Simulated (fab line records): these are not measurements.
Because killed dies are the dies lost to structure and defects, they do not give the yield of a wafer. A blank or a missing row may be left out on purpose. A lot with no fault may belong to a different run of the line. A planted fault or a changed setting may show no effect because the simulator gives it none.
The tool behind it: which one? | flow n5Finfet | 22 lots with 66 wafers sampled at 6 steps, on a route of 1938 steps

## WHAT THE GAUGES SHOWED, per wafer
The record holds no reading of a measuring or inspecting step that can be judged against a usual standard deviation.

## WHAT TOOL EACH LOT RAN ON (gives the tool, then ch and the chambers of the sampled wafers, and finally the start)
lot  | N5_MOL_CONTACT_COAG_ETCHBACK_132  | N5_MOL_CONTACT_COAG_ALD_133      | N5_MOL_CONTACT_COAG_ETCH_67       | N5_MOL_CONTACT_COAG_ETCHBACK_136  | N5_MOL_CONTACT_COAG_ETCH_48       | N5_BEOL_M0_SAQP_PECVD_96
L074 | rieDiel-06 ch 1,2,3, day 5 07:03  | aldSin-01 ch 0,1,2, day 5 08:08  | rieDiel-06 ch 1,2,3, day 5 08:20  | rieDiel-06 ch 1,2,3, day 5 08:26  | rieDiel-06 ch 1,2,3, day 5 08:32  | pecvd-03 ch 0,1,2, day 5 17:52
L075 | rieDiel-02 ch 0,1,3, day 5 15:01  | aldSin-03 ch 0,3, day 5 16:13    | rieDiel-06 ch 0,1,2, day 5 16:26  | rieDiel-06 ch 0,1,2, day 5 16:31  | rieDiel-06 ch 0,1,2, day 5 16:37  | pecvd-02 ch 0,2, day 5 22:31
L076 | rieDiel-02 ch 0,1,3, day 5 15:41  | aldSin-02 ch 0,2,3, day 5 17:02  | rieDiel-02 ch 1,3, day 5 17:14    | rieDiel-02 ch 1,3, day 5 17:20    | rieDiel-02 ch 1,3, day 5 17:26    | pecvd-04 ch 0,1, day 6 01:00
L077 | rieDiel-02 ch 0,2,3, day 6 05:32  | aldSin-02 ch 1,3, day 6 06:36    | rieDiel-01 ch 0,1, day 6 06:49    | rieDiel-01 ch 0,1, day 6 06:55    | rieDiel-01 ch 0,1, day 6 07:01    | pecvd-02 ch 1,2, day 6 12:47
L078 | rieDiel-02 ch 0,2,3, day 6 06:49  | aldSin-02 ch 0,1,3, day 6 08:02  | rieDiel-02 ch 0,2,3, day 6 08:17  | rieDiel-02 ch 0,2,3, day 6 08:21  | rieDiel-02 ch 0,2,3, day 6 08:28  | pecvd-02 ch 0,1,2, day 6 16:13
L079 | rieDiel-06 ch 2,3, day 6 12:31    | aldSin-02 ch 0,1,2, day 6 14:07  | rieDiel-06 ch 0,1,2, day 6 14:20  | rieDiel-06 ch 0,1,2, day 6 14:26  | rieDiel-06 ch 0,1,2, day 6 14:32  | pecvd-04 ch 0,1,2, day 6 19:47
L080 | rieDiel-06 ch 1,3, day 6 17:37    | aldSin-01 ch 1,2,3, day 6 18:56  | rieDiel-06 ch 1,2,3, day 6 19:25  | rieDiel-06 ch 1,2,3, day 6 19:31  | rieDiel-06 ch 1,2,3, day 6 19:37  | pecvd-03 ch 0,1,2, day 7 00:35
L081 | rieDiel-06 ch 0,1, day 7 00:23    | aldSin-03 ch 0,2, day 7 01:33    | rieDiel-01 ch 2,3, day 7 01:46    | rieDiel-01 ch 2,3, day 7 01:51    | rieDiel-01 ch 2,3, day 7 01:57    | pecvd-02 ch 0,2, day 7 08:45
L082 | rieDiel-01 ch 1,2,3, day 7 03:36  | aldSin-03 ch 2,3, day 7 04:40    | rieDiel-06 ch 0,2,3, day 7 04:54  | rieDiel-06 ch 0,2,3, day 7 04:59  | rieDiel-06 ch 0,2,3, day 7 05:05  | pecvd-04 ch 0,1, day 7 10:07
L083 | rieDiel-06 ch 0,2,3, day 7 10:53  | aldSin-03 ch 0,2, day 7 12:11    | rieDiel-01 ch 0,2, day 7 12:25    | rieDiel-01 ch 0,2, day 7 12:30    | rieDiel-01 ch 0,2, day 7 12:36    | pecvd-02 ch 0,1,2, day 7 17:54
L084 | rieDiel-02 ch 0,2,3, day 7 16:47  | aldSin-02 ch 0,1,3, day 7 17:58  | rieDiel-06 ch 1,2,3, day 7 18:11  | rieDiel-06 ch 1,2,3, day 7 18:16  | rieDiel-06 ch 1,2,3, day 7 18:22  | pecvd-04 ch 0,1,2, day 7 23:58
L087 | rieDiel-01 ch 0,1,2, day 8 11:40  | aldSin-02 ch 0,2,3, day 8 13:08  | rieDiel-06 ch 0,2,3, day 8 13:22  | rieDiel-06 ch 0,2,3, day 8 13:27  | rieDiel-06 ch 0,2,3, day 8 13:33  | pecvd-02 ch 0,1,2, day 8 19:08
L088 | rieDiel-01 ch 0,1,2, day 8 15:38  | aldSin-03 ch 0,2,3, day 8 17:07  | rieDiel-02 ch 1,2, day 8 17:20    | rieDiel-02 ch 1,2, day 8 17:25    | rieDiel-02 ch 1,2, day 8 17:31    | pecvd-03 ch 1,2, day 8 22:11
L089 | rieDiel-06 ch 0,1,3, day 9 01:46  | aldSin-02 ch 2,3, day 9 03:07    | rieDiel-02 ch 0,1,2, day 9 03:20  | rieDiel-02 ch 0,1,2, day 9 03:25  | rieDiel-02 ch 0,1,2, day 9 03:31  | pecvd-04 ch 0,1,2, day 9 10:10
L090 | rieDiel-02 ch 0,2,3, day 9 05:07  | aldSin-01 ch 1,2,3, day 9 06:23  | rieDiel-02 ch 1,2, day 9 06:36    | rieDiel-02 ch 1,2, day 9 06:41    | rieDiel-02 ch 1,2, day 9 06:47    | pecvd-02 ch 1,2, day 9 13:17
L091 | rieDiel-06 ch 0,2,3, day 9 14:14  | aldSin-03 ch 1,2,3, day 9 15:46  | rieDiel-06 ch 1,2, day 9 15:59    | rieDiel-06 ch 1,2, day 9 16:04    | rieDiel-06 ch 1,2, day 9 16:10    | pecvd-02 ch 0,1,2, day 9 22:13
L092 | rieDiel-01 ch 0,1,2, day 9 18:37  | aldSin-01 ch 0,1,3, day 9 20:16  | rieDiel-02 ch 0,1,3, day 9 20:29  | rieDiel-02 ch 0,1,3, day 9 20:35  | rieDiel-02 ch 0,1,3, day 9 20:41  | pecvd-02 ch 0,1, day 10 02:37
L093 | rieDiel-02 ch 0,2,3, day 9 23:21  | aldSin-01 ch 0,2,3, day 10 00:32 | rieDiel-06 ch 1,2,3, day 10 00:45 | rieDiel-06 ch 1,2,3, day 10 00:50 | rieDiel-06 ch 1,2,3, day 10 00:56 | pecvd-03 ch 0,1, day 10 06:52
L094 | rieDiel-01 ch 0,2,3, day 10 09:19 | aldSin-02 ch 0,3, day 10 10:31   | rieDiel-02 ch 1,2,3, day 10 10:44 | rieDiel-02 ch 1,2,3, day 10 10:49 | rieDiel-02 ch 1,2,3, day 10 10:55 | pecvd-04 ch 1,2, day 10 16:23
L095 | rieDiel-01 ch 0,1, day 10 10:51   | aldSin-02 ch 0,3, day 10 12:19   | rieDiel-06 ch 0,2,3, day 10 12:32 | rieDiel-06 ch 0,2,3, day 10 12:37 | rieDiel-06 ch 0,2,3, day 10 12:43 | pecvd-04 ch 0,1,2, day 10 19:58
L097 | rieDiel-02 ch 0,2,3, day 10 20:32 | aldSin-01 ch 2,3, day 10 21:57   | rieDiel-06 ch 0,2,3, day 10 22:10 | rieDiel-06 ch 0,2,3, day 10 22:15 | rieDiel-06 ch 0,2,3, day 10 22:21 | pecvd-02 ch 1,2, day 11 03:25
L096 | rieDiel-01 ch 0,2,3, day 10 20:46 | aldSin-01 ch 0,2,3, day 10 22:06 | rieDiel-02 ch 0,1,2, day 10 22:27 | rieDiel-02 ch 0,1,2, day 10 22:32 | rieDiel-02 ch 0,1,2, day 10 22:38 | pecvd-02 ch 0,2, day 11 06:06
- N5_MOL_CONTACT_COAG_ETCHBACK_132: etches SiO2 in CHF3, target depth 10 nm, time 6.7 s.
- N5_MOL_CONTACT_COAG_ALD_133: deposits SiO2, target thk 5 nm, pulse time 1 s, co reactant pulse time 1 s.
- N5_MOL_CONTACT_COAG_ETCH_67: etches SOC in N2/H2, target depth 60 nm, overetch 21 nm, time 101.2 s.
- N5_MOL_CONTACT_COAG_ETCHBACK_136: etches SiO2 in CHF3, target depth 25 nm, time 16.7 s.
- N5_MOL_CONTACT_COAG_ETCH_48: etches SiOC in C4F6/O2, target depth 15 nm, overetch 4.5 nm, time 17 s.
- N5_BEOL_M0_SAQP_PECVD_96: deposits a-Si from SiH4/He, target thk 45 nm, time 45.2 s.

## WHAT THE TOOLS THEMSELVES READ (means of the sampled wafers that have a number; where no wafer has one, the mark that the record gives instead)
N5_MOL_CONTACT_COAG_ETCHBACK_132. Usual: drypumpMotorCurrentA 5.67 A, standard deviation 0.29; oesProductAu 0.84 a.u., standard deviation 0.091; rfVppV 524 V, standard deviation 13; showerheadPlenumPTorr 2.37 Torr, standard deviation 0.083; throttleValvePct 18.59 %, standard deviation 0.27.
lot  | tool       | drypumpMotorCurrentA (A) | oesProductAu (a.u.) | rfVppV (V) | showerheadPlenumPTorr (Torr) | throttleValvePct (%) | flag
L074 | rieDiel-06 | 5.44                     | 0.93                | 536        | 2.44                         | 18.67                | 
L075 | rieDiel-02 | 5.88                     | 0.77                | 522        | 2.34                         | 18.64                | 
L076 | rieDiel-02 | 5.88                     | 0.78                | 522        | 2.34                         | 18.65                | 
L077 | rieDiel-02 | 5.81                     | 0.86                | 526        | 2.36                         | 18.41                | 
L078 | rieDiel-02 | 5.82                     | 0.86                | 526        | 2.36                         | 18.41                | 
L079 | rieDiel-06 | 5.24                     | 0.88                | 547        | 2.37                         | 18.93                | 
L080 | rieDiel-06 | 5.51                     | 0.88                | 540        | 2.41                         | 18.88                | 
L081 | rieDiel-06 | 5.80                     | 0.80                | 508        | 2.36                         | 18.79                | 
L082 | rieDiel-01 | 5.61                     | 0.70                | 517        | 2.33                         | 18.65                | 
L083 | rieDiel-06 | 5.37                     | 0.84                | 531        | 2.34                         | 18.90                | 
L084 | rieDiel-02 | 5.82                     | 0.84                | 527        | 2.35                         | 18.44                | 
L087 | rieDiel-01 | 5.68                     | 0.87                | 518        | 2.35                         | 18.54                | 
L088 | rieDiel-01 | 5.70                     | 0.86                | 520        | 2.35                         | 18.55                | 
L089 | rieDiel-06 | 5.65                     | 0.82                | 524        | 2.38                         | 18.85                | 
L090 | rieDiel-02 | 5.80                     | 0.81                | 526        | 2.35                         | 18.46                | 
L091 | rieDiel-06 | 5.36                     | 0.82                | 530        | 2.34                         | 18.91                | 
L092 | rieDiel-01 | 5.69                     | 0.84                | 520        | 2.34                         | 18.57                | 
L093 | rieDiel-02 | 5.80                     | 0.81                | 526        | 2.34                         | 18.46                | 
L094 | rieDiel-01 | 5.69                     | 0.84                | 520        | 2.38                         | 18.53                | 
L095 | rieDiel-01 | 5.58                     | 0.89                | 524        | 2.38                         | 18.50                | 
L097 | rieDiel-02 | 5.80                     | 0.80                | 527        | 2.34                         | 18.48                | 
L096 | rieDiel-01 | 5.67                     | 0.84                | 520        | 2.38                         | 18.53                | 

N5_MOL_CONTACT_COAG_ALD_133. Usual: heaterPowerW 81 W, standard deviation 8.8; precursorPulseHeightRel 1.001, standard deviation 0.021.
lot  | tool      | heaterPowerW (W) | precursorPulseHeightRel | flag
L074 | aldSin-01 | 88               | 1.006                   | 
L075 | aldSin-03 | 84               | 1.000                   | 
L076 | aldSin-02 | 72               | 1.008                   | 
L077 | aldSin-02 | 79               | 1.013                   | 
L078 | aldSin-02 | 74               | 0.996                   | 
L079 | aldSin-02 | 74               | 1.027                   | 
L080 | aldSin-01 | 87               | 1.005                   | 
L081 | aldSin-03 | 79               | 0.988                   | 
L082 | aldSin-03 | 84               | 1.014                   | 
L083 | aldSin-03 | 77               | 0.991                   | 
L084 | aldSin-02 | 74               | 1.005                   | 
L087 | aldSin-02 | 74               | 1.007                   | 
L088 | aldSin-03 | 80               | 1.014                   | 
L089 | aldSin-02 | 77               | 0.982                   | 
L090 | aldSin-01 | 82               | 1.009                   | 
L091 | aldSin-03 | 82               | 1.003                   | 
L092 | aldSin-01 | 90               | 1.002                   | 
L093 | aldSin-01 | 86               | 0.991                   | 
L094 | aldSin-02 | 71               | 0.995                   | 
L095 | aldSin-02 | 70               | 1.004                   | 
L097 | aldSin-01 | 83               | 0.989                   | 
L096 | aldSin-01 | 88               | 1.009                   | 

N5_MOL_CONTACT_COAG_ETCH_67. Usual: drypumpMotorCurrentA 5.6 A, standard deviation 0.31; oesProductAu 0.69 a.u., standard deviation 0.066; rfVppV 523.9 V, standard deviation 2.7; showerheadPlenumPTorr 2.55 Torr, standard deviation 0.099; throttleValvePct 17.77 %, standard deviation 0.27.
lot  | tool       | drypumpMotorCurrentA (A) | oesProductAu (a.u.) | rfVppV (V) | showerheadPlenumPTorr (Torr) | throttleValvePct (%) | flag
L074 | rieDiel-06 | 5.5                      | 0.76                | 525.4      | 2.59                         | 17.68                | 
L075 | rieDiel-06 | 5.6                      | 0.73                | 524.7      | 2.57                         | 17.70                | 
L076 | rieDiel-02 | 5.8                      | 0.60                | 520.8      | 2.45                         | 17.79                | 
L077 | rieDiel-01 | 5.6                      | 0.62                | 524.5      | 2.61                         | 18.22                | 
L078 | rieDiel-02 | 5.8                      | 0.71                | 522.8      | 2.55                         | 17.62                | 
L079 | rieDiel-06 | 5.6                      | 0.71                | 525.2      | 2.57                         | 17.72                | 
L080 | rieDiel-06 | 5.5                      | 0.75                | 525.3      | 2.58                         | 17.69                | 
L081 | rieDiel-01 | 5.7                      | 0.63                | 521.6      | 2.43                         | 17.68                | 
L082 | rieDiel-06 | 5.4                      | 0.70                | 522.3      | 2.49                         | 17.93                | 
L083 | rieDiel-01 | 5.7                      | 0.69                | 522.1      | 2.49                         | 17.90                | 
L084 | rieDiel-06 | 5.5                      | 0.74                | 525.6      | 2.58                         | 17.71                | 
L087 | rieDiel-06 | 5.4                      | 0.69                | 522.7      | 2.49                         | 17.95                | 
L088 | rieDiel-02 | 5.5                      | 0.75                | 525.0      | 2.58                         | 17.50                | 
L089 | rieDiel-02 | 5.7                      | 0.74                | 524.9      | 2.61                         | 17.67                | 
L090 | rieDiel-02 | 5.4                      | 0.75                | 525.3      | 2.58                         | 17.50                | 
L091 | rieDiel-06 | 5.4                      | 0.73                | 526.1      | 2.60                         | 17.60                | 
L092 | rieDiel-02 | 5.9                      | 0.68                | 526.1      | 2.60                         | 17.67                | 
L093 | rieDiel-06 | 5.5                      | 0.72                | 524.5      | 2.57                         | 17.74                | 
L094 | rieDiel-02 | 5.7                      | 0.69                | 525.2      | 2.58                         | 17.53                | 
L095 | rieDiel-06 | 5.4                      | 0.68                | 521.5      | 2.48                         | 17.97                | 
L097 | rieDiel-06 | 5.4                      | 0.67                | 522.7      | 2.48                         | 17.98                | 
L096 | rieDiel-02 | 5.7                      | 0.71                | 524.6      | 2.61                         | 17.68                | 

N5_MOL_CONTACT_COAG_ETCHBACK_136. Usual: drypumpMotorCurrentA 5.6 A, standard deviation 0.31; oesProductAu 0.83 a.u., standard deviation 0.088; rfVppV 525 V, standard deviation 14; showerheadPlenumPTorr 2.38 Torr, standard deviation 0.089; throttleValvePct 18.64 %, standard deviation 0.28.
lot  | tool       | drypumpMotorCurrentA (A) | oesProductAu (a.u.) | rfVppV (V) | showerheadPlenumPTorr (Torr) | throttleValvePct (%) | flag
L074 | rieDiel-06 | 5.5                      | 0.93                | 536        | 2.44                         | 18.68                | 
L075 | rieDiel-06 | 5.6                      | 0.87                | 519        | 2.41                         | 18.64                | 
L076 | rieDiel-02 | 5.8                      | 0.71                | 512        | 2.28                         | 18.68                | 
L077 | rieDiel-01 | 5.6                      | 0.75                | 525        | 2.39                         | 18.73                | 
L078 | rieDiel-02 | 5.8                      | 0.86                | 528        | 2.36                         | 18.42                | 
L079 | rieDiel-06 | 5.6                      | 0.86                | 520        | 2.40                         | 18.64                | 
L080 | rieDiel-06 | 5.4                      | 0.90                | 536        | 2.43                         | 18.70                | 
L081 | rieDiel-01 | 5.8                      | 0.74                | 513        | 2.29                         | 18.58                | 
L082 | rieDiel-06 | 5.4                      | 0.83                | 531        | 2.34                         | 18.89                | 
L083 | rieDiel-01 | 5.8                      | 0.85                | 519        | 2.32                         | 18.65                | 
L084 | rieDiel-06 | 5.5                      | 0.89                | 535        | 2.43                         | 18.71                | 
L087 | rieDiel-06 | 5.4                      | 0.83                | 531        | 2.34                         | 18.91                | 
L088 | rieDiel-02 | 5.5                      | 0.90                | 517        | 2.38                         | 18.22                | 
L089 | rieDiel-02 | 5.6                      | 0.88                | 524        | 2.41                         | 18.42                | 
L090 | rieDiel-02 | 5.4                      | 0.88                | 518        | 2.38                         | 18.23                | 
L091 | rieDiel-06 | 5.4                      | 0.88                | 532        | 2.45                         | 18.54                | 
L092 | rieDiel-02 | 5.9                      | 0.82                | 525        | 2.42                         | 18.55                | 
L093 | rieDiel-06 | 5.5                      | 0.86                | 535        | 2.42                         | 18.74                | 
L094 | rieDiel-02 | 5.7                      | 0.81                | 519        | 2.38                         | 18.36                | 
L095 | rieDiel-06 | 5.4                      | 0.80                | 530        | 2.33                         | 18.93                | 
L097 | rieDiel-06 | 5.4                      | 0.80                | 531        | 2.33                         | 18.93                | 
L096 | rieDiel-02 | 5.7                      | 0.86                | 524        | 2.40                         | 18.46                | 

N5_MOL_CONTACT_COAG_ETCH_48. Usual: drypumpMotorCurrentA 5.6 A, standard deviation 0.31; oesProductAu 0.70 a.u., standard deviation 0.075; rfVppV 1590 V, standard deviation 39; showerheadPlenumPTorr 2.84 Torr, standard deviation 0.11; throttleValvePct 40.6 %, standard deviation 0.64.
lot  | tool       | drypumpMotorCurrentA (A) | oesProductAu (a.u.) | rfVppV (V) | showerheadPlenumPTorr (Torr) | throttleValvePct (%) | flag
L074 | rieDiel-06 | 5.5                      | 0.79                | 1624       | 2.91                         | 41.0                 | 
L075 | rieDiel-06 | 5.6                      | 0.71                | 1577       | 2.87                         | 41.0                 | 
L076 | rieDiel-02 | 5.8                      | 0.61                | 1553       | 2.73                         | 40.2                 | 
L077 | rieDiel-01 | 5.6                      | 0.66                | 1588       | 2.85                         | 40.6                 | 
L078 | rieDiel-02 | 5.8                      | 0.69                | 1595       | 2.81                         | 39.8                 | 
L079 | rieDiel-06 | 5.6                      | 0.72                | 1577       | 2.87                         | 41.0                 | 
L080 | rieDiel-06 | 5.5                      | 0.79                | 1623       | 2.91                         | 41.0                 | 
L081 | rieDiel-01 | 5.7                      | 0.65                | 1559       | 2.74                         | 40.9                 | 
L082 | rieDiel-06 | 5.4                      | 0.69                | 1605       | 2.79                         | 41.1                 | 
L083 | rieDiel-01 | 5.8                      | 0.73                | 1576       | 2.78                         | 40.8                 | 
L084 | rieDiel-06 | 5.5                      | 0.73                | 1623       | 2.90                         | 41.0                 | 
L087 | rieDiel-06 | 5.4                      | 0.66                | 1606       | 2.79                         | 41.1                 | 
L088 | rieDiel-02 | 5.4                      | 0.81                | 1572       | 2.84                         | 39.9                 | 
L089 | rieDiel-02 | 5.6                      | 0.69                | 1588       | 2.87                         | 40.0                 | 
L090 | rieDiel-02 | 5.5                      | 0.75                | 1572       | 2.83                         | 39.9                 | 
L091 | rieDiel-06 | 5.5                      | 0.70                | 1610       | 2.92                         | 40.8                 | 
L092 | rieDiel-02 | 5.9                      | 0.67                | 1590       | 2.89                         | 39.9                 | 
L093 | rieDiel-06 | 5.4                      | 0.71                | 1622       | 2.90                         | 41.1                 | 
L094 | rieDiel-02 | 5.7                      | 0.67                | 1573       | 2.84                         | 39.7                 | 
L095 | rieDiel-06 | 5.4                      | 0.70                | 1604       | 2.78                         | 41.2                 | 
L097 | rieDiel-06 | 5.4                      | 0.69                | 1604       | 2.78                         | 41.2                 | 
L096 | rieDiel-02 | 5.7                      | 0.68                | 1588       | 2.87                         | 40.0                 | 

N5_BEOL_M0_SAQP_PECVD_96. Usual: heaterPowerW 638 W, standard deviation 84; showerheadPlenumPTorr 5.66 Torr, standard deviation 0.037; throttleValvePct 18.0 %, standard deviation 0.97.
lot  | tool     | heaterPowerW (W) | showerheadPlenumPTorr (Torr) | throttleValvePct (%) | flag
L074 | pecvd-03 | 587              | 5.69                         | 18.8                 | 
L075 | pecvd-02 | 631              | 5.67                         | 17.5                 | 
L076 | pecvd-04 | 641              | 5.67                         | 18.0                 | 
L077 | pecvd-02 | 599              | 5.65                         | 17.6                 | 
L078 | pecvd-02 | 639              | 5.65                         | 18.1                 | 
L079 | pecvd-04 | 667              | 5.65                         | 17.8                 | 
L080 | pecvd-03 | 596              | 5.68                         | 18.8                 | 
L081 | pecvd-02 | 644              | 5.66                         | 17.8                 | 
L082 | pecvd-04 | 684              | 5.65                         | 17.2                 | 
L083 | pecvd-02 | 635              | 5.66                         | 18.0                 | 
L084 | pecvd-04 | 702              | 5.66                         | 17.9                 | 
L087 | pecvd-02 | 611              | 5.66                         | 18.1                 | 
L088 | pecvd-03 | 661              | 5.71                         | 19.0                 | 
L089 | pecvd-04 | 690              | 5.65                         | 17.9                 | 
L090 | pecvd-02 | 565              | 5.66                         | 17.7                 | 
L091 | pecvd-02 | 615              | 5.66                         | 18.2                 | 
L092 | pecvd-02 | 681              | 5.65                         | 18.4                 | 
L093 | pecvd-03 | 614              | 5.72                         | 18.6                 | 
L094 | pecvd-04 | 746              | 5.62                         | 17.0                 | 
L095 | pecvd-04 | 687              | 5.67                         | 17.8                 | 
L097 | pecvd-02 | 590              | 5.65                         | 17.7                 | 
L096 | pecvd-02 | 597              | 5.66                         | 17.9                 | 

## THE ANSWER, worked out from the rows above alone
Rule: a lot is off if the mean of its wafers that have a number lies more than 3 standard deviations from the usual mean. Also off: a lot with no number at a reading for which 4 or more lots have one. The other lots that the step has rows for count as sound. The gauges are gone through in route order, then the tools' own readings, and for those a lot's mean is taken as printed above. The first step at which some lot is off is used, and at that step the reading that is off furthest; a lot without a number counts as furthest.
No lot is off on any of the readings shown, so nothing can be concluded from this.

## WHAT HAD BEEN PUT IN BY THE SIMULATOR
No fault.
